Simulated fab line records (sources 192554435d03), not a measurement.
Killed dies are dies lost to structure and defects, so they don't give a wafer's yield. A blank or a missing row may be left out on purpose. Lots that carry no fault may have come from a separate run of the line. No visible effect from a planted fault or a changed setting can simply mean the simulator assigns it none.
Chamber matching | flow n5-finfet | 4 sister chambers for N5_BEOL_M4_STRIP_36 on rie-diel-02
The step strips in N2/H2. 14 wafers are shown with their chamber, then 7 later ones without.

== WAFERS PAIRED WITH THEIR CHAMBERS ==
wafer  | chamber | drypump-motor-current-A (A) | showerhead-plenum-p-Torr (Torr) | throttle-valve-pct (%)
L080.3 | 0       | 5.7                         | 2.46                            | 23.1
L080.4 | 2       | 5.4                         | 2.69                            | 23.0
L080.6 | 1       | 6.0                         | 2.61                            | 23.8
L082.2 | 1       | 6.0                         | 2.61                            | 23.8
L082.3 | 0       | 5.7                         | 2.46                            | 23.1
L082.6 | 3       | 5.8                         | 2.56                            | 23.5
L083.2 | 2       | 5.4                         | 2.68                            | 23.0
L083.5 | 3       | 5.8                         | 2.56                            | 23.5
L083.6 | 2       | 5.4                         | 2.68                            | 23.0
L093.1 | 3       | 5.8                         | 2.54                            | 23.5
L093.2 | 2       | 5.4                         | 2.67                            | 23.1
L093.6 | 2       | 5.3                         | 2.67                            | 23.1
L092.4 | 0       | 5.7                         | 2.45                            | 23.2
L092.5 | 3       | 5.8                         | 2.54                            | 23.6

SIGNATURES (means of the wafers above)
reading                  | chamber 0 | chamber 1 | chamber 2 | chamber 3 | scatter within a chamber
drypump-motor-current-A  | 5.700     | 6.000     | 5.380     | 5.800     | 0.0283
showerhead-plenum-p-Torr | 2.4567    | 2.6100    | 2.6780    | 2.5500    | 0.00864
throttle-valve-pct       | 23.133    | 23.800    | 23.040    | 23.525    | 0.0512
Rule: a wafer's distance from a chamber is the root of the sum, over the readings, of the square of ((its reading less the chamber's mean) divided by the reading's scatter). The wafer belongs to the nearest chamber; if the next one is less than 2 further off, it can't be placed. The scatter is the square root of a quotient: the sum, over the shown wafers, of each reading's squared deviation from its chamber's mean, divided by wafers minus chambers.

== WAFERS WITHOUT THEIR CHAMBER ==
wafer  | drypump-motor-current-A (A) | showerhead-plenum-p-Torr (Torr) | throttle-valve-pct (%)
L092.6 | 5.4                         | 2.67                            | 23.1
L094.1 | 5.7                         | 2.45                            | 23.2
L094.4 | 5.7                         | 2.45                            | 23.1
L094.5 | 5.8                         | 2.54                            | 23.5
L096.3 | 6.0                         | 2.60                            | 23.7
L096.4 | 5.8                         | 2.54                            | 23.6
L096.6 | 5.3                         | 2.67                            | 23.1

== WHICH CHAMBER EACH WENT THROUGH ==
wafer  | from the rows above | in truth
L092.6 | 2                   | 2
L094.1 | 0                   | 0
L094.4 | 0                   | 0
L094.5 | 3                   | 3
L096.3 | 1                   | 1
L096.4 | 3                   | 3
L096.6 | 2                   | 2
Correct placement for 7 of the 7. Left unplaced by these rows: 0. Placed wrongly: 0.
